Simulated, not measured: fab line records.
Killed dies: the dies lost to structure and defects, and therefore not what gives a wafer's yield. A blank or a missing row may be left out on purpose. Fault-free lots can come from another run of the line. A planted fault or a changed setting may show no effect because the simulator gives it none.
A struck lot beside a sound one / flow n5Finfet / 15 steps out of a route of 1938
Sound: wafers L700.1, L700.3, L700.4. Struck: wafers L705.2, L705.6 (left out: L705.3, a lot-mate that was not struck); the cause follows at the end.
Order at every step that has rows: each side's tool, ch and its chambers, its first start. Under that, the readings that differ: sound wafers / struck wafers / difference of the means / sigmas: that difference in standard deviations of wafers without a fault.
alike: words and numbers the same on both sides, and readings whose means are apart by under 2 such deviations; not compared: readings that were withheld, readings missing a value for some wafer, numbers with overlapping values and no deviation given by the record, and bounds like >300 which may hide the same value.
The two part at a step that has a row with sigmas, a row that says differs or no value, or rows on one side only. Numbers that have no deviation but don't overlap get no sigmas and don't part them. Lack of a reading on every wafer of one side parts them only where that side has two or more wafers.

first, 1 step without rows for these wafers: N5_BEOL_M11_CURE_72 (cures SiCOH lowk, time 120 s).
N5_BEOL_M11_DEGAS_44: time 60 s.
  struck on pvdSputter-01, day 15 16:44; sound on pvdSputter-02, day 14 09:55
  alike: heaterPowerW
N5_BEOL_M11_PRE_CLEAN_45: time 30 s.
  struck on pvdSputter-01, day 15 16:46; sound on pvdSputter-02, day 14 09:58
  alike: heaterPowerW
N5_BEOL_M11_ALD_74: deposits TaN, target thk 2 nm, pulse time 2 s, purge time 3 s.
  sound on aldMetal-03 ch 0,1,3, day 14 10:05; struck on aldMetal-02 ch 0,3, day 15 16:50
  alike: heaterPowerOuterW, heaterPowerW
N5_BEOL_M11_SURFACE_TREAT_76:
  struck on pvdSputter-01, day 15 17:15; sound on pvdSputter-02, day 14 10:42
  not compared: pressureMtorr, throttleValvePct
then, 3 steps without rows for these wafers: N5_BEOL_M11_CVD_75 (deposits Co from CCTBA/H2, target thk 2 nm, time 138.9 s); N5_BEOL_M11_SPUTTER_48 (material Cu, target thk 12 nm, time 2 s); N5_BEOL_M11_ECD_50 (material Cu, target thk 318 nm).
N5_BEOL_M11_ANNEAL_51: time 90 s.
  sound on rtpAnneal-01 ch 0, day 14 11:49; struck on rtpAnneal-01 ch 0, day 15 18:16
  alike: wafer_temp_C_max
then, 1 step without rows for these wafers: N5_BEOL_M11_CMP_52 (polishes, stops on SiCOH lowk, t overpolish 7 s, target thk 140 nm).
N5_BEOL_M11_THK_MEAS_53: measures by xrf.
  struck on filmMetro-02, day 15 18:48; sound on filmMetro-01, day 14 12:25
  alike: M11_THK
then, 1 step without rows for these wafers: N5_BEOL_M11_PRE_CLEAN_55 (time 15 s).
N5_BEOL_M11_DEP_56: deposits SiCN from 3MS/NH3, target thk 30 nm, time 10.5 s.
  sound on pecvd-01 ch 0,2, day 14 12:29; struck on pecvd-01 ch 1,2, day 15 18:52
reading=model.SiCN_of_BEOL_M11_DEP_56.thkNm (nm); sound=29.6 29.6 30.4; struck=25.6 26; difference=-4.1; sigmas=
  alike: showerheadPlenumPTorr, throttleValvePct
N5_BEOL_M11_RS_MEAS_57: uses a four-point probe to measure.
  struck on filmMetro-01, day 15 18:56; sound on filmMetro-01, day 14 12:32
  alike: M11_RS
after that, 1 step had no rows for these wafers: N5_PASSIVATION_PROBE_49.

WHERE THEY PART
Nowhere in this record.

WHY: the cause the simulator had injected
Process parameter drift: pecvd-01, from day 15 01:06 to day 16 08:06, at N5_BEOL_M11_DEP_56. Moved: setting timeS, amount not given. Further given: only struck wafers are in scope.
